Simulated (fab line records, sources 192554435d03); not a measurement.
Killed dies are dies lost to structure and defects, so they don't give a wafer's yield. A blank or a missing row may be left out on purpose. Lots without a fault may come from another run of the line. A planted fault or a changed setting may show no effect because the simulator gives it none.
Which tool did it? | flow n5_finfet | 8 lots, 22 wafers sampled, at 1 step of a route of 1938

WHAT THE GAUGES READ, wafer by wafer
N5_BEOL_M4_RC_MEAS_101.
lot  | measured     | on        | DIBL_N (mV/V)  | DIBL_P (mV/V)  | IOFF_N (nA/um)    | IOFF_P (nA/um)    | ION_N (uA/um) | ION_P (uA/um) | SS_N (mV/dec)  | SS_P (mV/dec)  | VT_N (mV)         | VT_P (mV)
L387 | day 8 04:02  | prober-02 | 36.6 36.5 37.0 | 35.3 34.2 35.8 | 0.157 0.150 0.172 | 0.211 0.201 0.227 | 666 667 672   | 463 459 464   | 71.3 72.1 71.7 | 72.8 73.1 73.0 | 249.4 252.6 248.8 | -248.3 -251.7 -248.0
L389 | day 8 06:36  | prober-02 | 37.0 35.4 34.7 | 37.7 36.0 35.2 | 0.187 0.150 0.138 | 0.214 0.183 0.173 | 688 673 665   | 461 456 456   | 72.5 71.9 71.7 | 73.3 73.1 72.8 | 246.9 251.1 250.6 | -248.0 -253.8 -253.1
L393 | day 10 09:23 | prober-02 | 34.4 36.3 35.7 | 35.5 37.5 36.6 | 0.140 0.174 0.159 | 0.198 0.229 0.215 | 668 675 668   | 457 464 458   | 71.3 71.7 71.5 | 72.5 73.4 73.4 | 252.3 248.8 250.5 | -248.4 -248.3 -249.8
L404 | day 12 16:58 | prober-01 | 33.7 34.8      | 35.5 36.5      | 0.131 0.151       | 0.181 0.200       | 664 660       | 458 454       | 71.2 70.9      | 72.7 73.3      | 252.4 249.7       | -252.3 -249.8
L403 | day 12 18:50 | prober-02 | 35.7 35.6      | 36.6 36.2      | 0.176 0.174       | 0.214 0.202       | 678 682       | 460 459       | 71.9 72.5      | 73.4 73.6      | 248.0 247.9       | -253.1 -251.1
L406 | day 12 22:19 | prober-02 | 38.6 36.9 39.0 | 37.3 36.2 37.4 | 0.201 0.162 0.196 | 0.240 0.213 0.229 | 679 664 666   | 465 454 460   | 71.2 70.9 71.8 | 73.5 73.0 73.7 | 245.6 249.2 246.6 | -246.5 -248.0 -249.1
L407 | day 13 12:11 | prober-01 | 36.0 37.5 36.9 | 36.4 38.9 38.2 | 0.163 0.194 0.180 | 0.219 0.256 0.244 | 675 671 674   | 461 460 465   | 71.3 71.9 71.4 | 73.2 73.7 73.9 | 246.9 245.0 247.3 | -248.3 -248.7 -248.9
L409 | day 13 19:11 | prober-02 | 36.3 36.1 38.6 | 38.1 38.3 40.1 | 0.159 0.160 0.200 | 0.214 0.214 0.258 | 680 672 682   | 465 465 469   | 71.2 71.2 72.3 | 73.8 73.3 74.7 | 251.0 251.5 247.2 | -251.5 -250.7 -249.7

WHICH TOOL RAN EACH LOT (tool, then ch and the chambers of the sampled wafers, then the start)
The record holds no process step before these readings.

WHAT THE TOOLS THEMSELVES READ (means of the sampled wafers that have a number; where no wafer has one, the mark that the record gives instead)
The record holds no such reading with a usual standard deviation.

THE ANSWER, worked out from the rows above alone
Rule: what is usual is taken from the lots themselves. Put in order of their means at a reading, lots are off if they are a third of the lots or fewer, leave a main group of 4 or more, and stand apart from it by a gap of 3 or more times the standard deviation of the main group's means; of several such gaps the widest counts. A main group whose means are all the same, to the digits that the tables above print for the reading, isn't used. A lot without any number at a reading at which 4 lots or more have one is off too. The other lots that the step has rows for count as sound. The gauges are gone through in route order, then the tools' own readings, and for those a lot's mean is taken as printed above. The first step at which some lot is off is used, and at that step the reading that is off furthest; a lot without a number counts as furthest.
No lot is off at any reading shown: from this, nothing can be told.

WHAT THE SIMULATOR HAD PUT IN
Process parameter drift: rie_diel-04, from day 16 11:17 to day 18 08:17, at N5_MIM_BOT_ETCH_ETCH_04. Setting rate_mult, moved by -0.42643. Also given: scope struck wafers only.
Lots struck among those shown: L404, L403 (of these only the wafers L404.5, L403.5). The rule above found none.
